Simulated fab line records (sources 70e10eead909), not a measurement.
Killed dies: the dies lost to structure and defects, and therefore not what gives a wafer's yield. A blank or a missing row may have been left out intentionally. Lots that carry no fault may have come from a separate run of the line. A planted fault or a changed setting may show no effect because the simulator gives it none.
Chamber matching | flow nand-harc | cmp-01 running NHARC_P_CONTACT_CMP_01: 4 sister chambers
The step polishes SiO2, target thk 200 nm. 8 wafers are shown with their chamber, then 8 later ones without.

WAFERS PAIRED WITH THEIR CHAMBERS
wafer  | chamber | motor-current-A (A) | slurry-filter-dp-kPa (kPa)
L076.2 | 2       | 11.7                | 13.44
L091.3 | 1       | 12.3                | 13.64
L091.5 | 0       | 11.6                | 13.53
L091.6 | 1       | 12.8                | 13.56
L093.1 | 3       | 11.4                | 13.60
L093.4 | 2       | 11.9                | 13.44
L093.6 | 3       | 12.1                | 13.28
L095.1 | 0       | 11.3                | 13.73

WAFERS WITH NO CHAMBER GIVEN
wafer  | motor-current-A (A) | slurry-filter-dp-kPa (kPa)
L095.4 | 12.1                | 13.63
L095.5 | 11.1                | 13.48
L096.2 | 12.3                | 13.57
L096.3 | 12.4                | 13.42
L096.4 | 11.3                | 13.30
L096.1 | 12.0                | 13.56
L096.5 | 11.1                | 13.58
L096.6 | 12.6                | 13.61

WHICH CHAMBER EACH WENT THROUGH
wafer  | from the rows above               | in truth
L095.4 | can't be placed: 1 or 2 or 3 or 0 | 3
L095.5 | can't be placed: 0 or 3 or 2      | 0
L096.2 | can't be placed: 1 or 2 or 3 or 0 | 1
L096.3 | can't be placed: 1 or 2 or 3 or 0 | 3
L096.4 | can't be placed: 3 or 2 or 0      | 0
L096.1 | can't be placed: 2 or 3 or 1 or 0 | 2
L096.5 | can't be placed: 0 or 3 or 2      | 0
L096.6 | 1                                 | 1
Correctly placed: 1 of 8. Unplaceable from these rows: 7, with the true chamber sitting among the candidates in 7. 0 placed wrongly.
How it was worked out, from the rows above alone: a wafer's distance from a chamber is the root of the sum, over the readings, of the square of ((its reading less the chamber's mean) divided by the reading's scatter). If the next closest chamber is less than 2 further off than the closest, the wafer can't be placed; otherwise it belongs to the closest. The mean given for a chamber averages the wafers shown for that chamber. The scatter: take each reading less its chamber's mean, square it, sum over the shown wafers, divide by the number of wafers less the number of chambers, and take the root.
